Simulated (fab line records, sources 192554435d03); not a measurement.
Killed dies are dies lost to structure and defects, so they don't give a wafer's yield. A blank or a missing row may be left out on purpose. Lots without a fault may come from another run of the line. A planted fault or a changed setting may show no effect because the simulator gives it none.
Which tool did it? | flow n5_finfet | 14 lots, 42 wafers sampled, at 3 steps of a route of 1938

WHAT THE GAUGES READ, wafer by wafer
N5_START_INSPECT_01: inspects for defects (unpatterned scan). Usual: raw_defect_count 5.7, standard deviation 2.4.
lot  | measured    | on                | raw_defect_count | flag
L955 | day 1 18:02 | defect_inspect-01 | 10 7 7           |
L956 | day 2 00:02 | defect_inspect-01 | 8 6 6            |
L957 | day 2 06:02 | defect_inspect-02 | 5 5 8            |
L958 | day 2 12:02 | defect_inspect-02 | 11 5 5           |
L961 | day 3 06:02 | defect_inspect-01 | 6 3 4            |
L966 | day 4 12:02 | defect_inspect-02 | 7 8 8            |
L968 | day 5 00:02 | defect_inspect-01 | 3 7 4            |
L969 | day 5 06:02 | defect_inspect-02 | 11 3 6           |
L971 | day 5 18:02 | defect_inspect-02 | 6 3 11           |
L972 | day 6 00:02 | defect_inspect-01 | 7 3 6            |
L973 | day 6 06:02 | defect_inspect-02 | 8 3 5            |
L974 | day 6 12:02 | defect_inspect-01 | 5 5 4            |
L976 | day 7 00:02 | defect_inspect-01 | 4 3 5            |
L977 | day 7 06:02 | defect_inspect-01 | 7 5 6            |

N5_WELL_APT_CD_MEAS_08: target cd 200 nm. Usual: cd_nm 200.1 nm, standard deviation 1.4.
lot  | measured    | on        | cd_nm (nm)        | flag
L955 | day 1 20:04 | cd_sem-03 | 200.8 199.7 200.5 |
L958 | day 2 13:34 | cd_sem-01 | 201.0 200.6 199.9 |
L961 | day 3 07:37 | cd_sem-03 | 199.9 198.4 201.4 |
L966 | day 4 13:37 | cd_sem-02 | 200.7 201.9 202.1 |
L968 | day 5 02:14 | cd_sem-01 | 198.1 196.7 198.3 |
L969 | day 5 07:41 | cd_sem-02 | 197.3 199.6 197.7 |
L971 | day 5 19:49 | cd_sem-02 | 199.2 198.3 199.9 |
L972 | day 6 02:00 | cd_sem-03 | 201.2 200.8 198.8 |
L973 | day 6 07:34 | cd_sem-01 | 202.6 200.7 201.0 |
L974 | day 6 13:34 | cd_sem-01 | 199.5 199.2 198.5 |
L976 | day 7 01:44 | cd_sem-02 | 201.7 201.4 200.8 |
L977 | day 7 07:52 | cd_sem-01 | 199.8 199.1 199.8 |

WHICH TOOL RAN EACH LOT (tool, then ch and the chambers of the sampled wafers, then the start)
lot  | N5_ZERO_LAYER_DEVELOP_10
L955 | litho_track-02 ch 0, day 1 18:39
L956 | litho_track-03, day 2 00:32
L957 | litho_track-03, day 2 06:32
L958 | litho_track-03 ch 0, day 2 12:32
L961 | litho_track-01 ch 0, day 3 06:34
L966 | litho_track-02 ch 0, day 4 12:35
L968 | litho_track-03 ch 0, day 5 00:40
L969 | litho_track-03 ch 0, day 5 06:39
L971 | litho_track-03 ch 0, day 5 18:39
L972 | litho_track-03 ch 0, day 6 00:50
L973 | litho_track-01 ch 0, day 6 06:32
L974 | litho_track-02 ch 0, day 6 12:32
L976 | litho_track-02 ch 0, day 7 00:32
L977 | litho_track-02 ch 0, day 7 06:50
- N5_ZERO_LAYER_DEVELOP_10: develop time 60 s.

WHAT THE TOOLS THEMSELVES READ (means of the sampled wafers that have a number; where no wafer has one, the mark that the record gives instead)
N5_ZERO_LAYER_DEVELOP_10. Usual: chill_plate_temp_C 22.97 C, standard deviation 0.12; exhaust_pa 45.1 Pa, standard deviation 1.1.
lot  | tool           | chill_plate_temp_C (C) | exhaust_pa (Pa) | flag
L955 | litho_track-02 | 23.01                  | 43.2            |
L956 | litho_track-03 | -                      | -               | OFF
L957 | litho_track-03 | -                      | -               | OFF
L958 | litho_track-03 | 23.11                  | 45.0            |
L961 | litho_track-01 | 22.84                  | 46.4            |
L966 | litho_track-02 | 23.13                  | 43.7            |
L968 | litho_track-03 | 23.02                  | 45.6            |
L969 | litho_track-03 | 22.97                  | 46.3            |
L971 | litho_track-03 | 23.01                  | 45.5            |
L972 | litho_track-03 | 23.03                  | 44.6            |
L973 | litho_track-01 | 23.04                  | 45.2            |
L974 | litho_track-02 | 23.04                  | 45.6            |
L976 | litho_track-02 | 22.87                  | 46.1            |
L977 | litho_track-02 | 23.08                  | 44.7            |

THE ANSWER, worked out from the rows above alone
Rule: a lot is off if the mean of its wafers that have a number lies more than 3 standard deviations from the usual mean. A lot without any number at a reading at which 4 lots or more have one is off too. The other lots that the step has rows for count as sound. The gauges are gone through in route order, then the tools' own readings, and for those a lot's mean is taken as printed above. The first step at which some lot is off is used, and at that step the reading that is off furthest; a lot without a number counts as furthest.
Off: L956, L957, at N5_ZERO_LAYER_DEVELOP_10 (chill_plate_temp_C). Without a number there: L956, L957.
A tool fits if, at that step or a process step before it, it ran every lot that is off, and no sound lot after the first of them. None of those tried fits.

WHAT THE SIMULATOR HAD PUT IN
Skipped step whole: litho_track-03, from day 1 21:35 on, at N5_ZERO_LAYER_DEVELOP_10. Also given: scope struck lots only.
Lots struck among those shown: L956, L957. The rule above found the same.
